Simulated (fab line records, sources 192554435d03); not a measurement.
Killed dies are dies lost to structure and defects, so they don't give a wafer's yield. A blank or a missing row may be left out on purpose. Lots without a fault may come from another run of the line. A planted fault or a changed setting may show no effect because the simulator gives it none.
Problem report in the 8D (eight disciplines) form, filled by code | flow n5_finfet | the parts of the form that need people (team, actions taken, sign-off) are left out

1. THE PROBLEM
cd_nm at N5_SD_EPI_N_CD_MEAS_09 reads a mean of 110.0 nm on 6 wafers of 2 lots; wafers without a fault read 120.2 nm with a standard deviation of 0.64. That is -16 standard deviations from the usual mean.
The step: target cd 120 nm.
First seen on wafer L321.1, day 4 00:42, on cd_sem-02. The record holds 26 wafers of 9 lots with a number at this step. Rule for "out", or "out of limits": more than 4 standard deviations from the usual mean. The other wafers with a number count as sound.

2. WHAT IT IS AND WHAT IT IS NOT
question                    | is                     | is not
which readings at this step | cd_nm                  | -
which lots                  | L321, L324             | L318, L319, L333, L335, L336, L338, L339
which wafers of those lots  | all that have a number | -
read on which gauges        | cd_sem-01, cd_sem-02   | cd_sem-03
when                        | from day 4 00:42       | up to then (6 sound wafers); but 14 sound wafers of L333, L335, L336, L338, L339 came after

3. SUSPECTS, AND WHAT RULES EACH OUT
Counting: a tool at a process step up to the reading stays a suspect if it ran every lot that is out and no sound lot after the first of them.
- the gauge at N5_SD_EPI_N_CD_MEAS_09: ruled out. The wafers that are out were read on 2 gauges (cd_sem-01, cd_sem-02).
- litho_track-02 at N5_SD_EPI_N_PEB_07 (peb time 60 s): ruled out as a lasting fault. Sound lots L336 ran on it after its first lot that is out, L321 (day 4 00:38).
Left after counting: nothing in the record.

4. THE CAUSE (what the simulator had put in)
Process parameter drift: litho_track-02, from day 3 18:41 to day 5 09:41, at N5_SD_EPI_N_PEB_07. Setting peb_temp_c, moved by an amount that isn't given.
Counting ruled it out, wrongly: the rule takes a fault to strike every lot that its tool runs from its start on, and this one did not.

5. THE CHAIN OF EFFECTS, in route order
Each row: a reading whose mean over the struck wafers that have a number lies more than 3 standard deviations from the usual. Only readings for which the record gives a usual standard deviation are gone through. hours: the time from each lot's start at the first step in this table that gives one to its start at this step, as a median over the lots. sigmas: the change in usual standard deviations.
hours | step                   | reading              | usual    | on struck wafers | change | sigmas
0     | N5_SD_EPI_N_PEB_07     | heater_power_total_W | 175.3 W  | 167.0            | -8.3   | -5.2
0     | N5_SD_EPI_N_PEB_07     | plate_temp_C         | 110.02 C | 106.46           | -3.56  | -22
0     | N5_SD_EPI_N_CD_MEAS_09 | cd_nm                | 120.2 nm | 110.0            | -10.2  | -16
The process steps in it:
- N5_SD_EPI_N_PEB_07: peb time 60 s.
Later measuring or inspecting steps at which every struck wafer that the step has a row for has a number for every such reading, and none has moved that far: N5_BEOL_M4_RC_MEAS_101.

6. WHAT WOULD HAVE CAUGHT IT SOONER
In this record the first reading out of limits at a measuring or inspecting step was taken at day 4 00:42, 6 hours after the fault began at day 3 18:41.
The tool's own readings at N5_SD_EPI_N_PEB_07 were out on every struck wafer that the step has a row for (plate_temp_C): an alarm limit on them would have fired on the first of those.
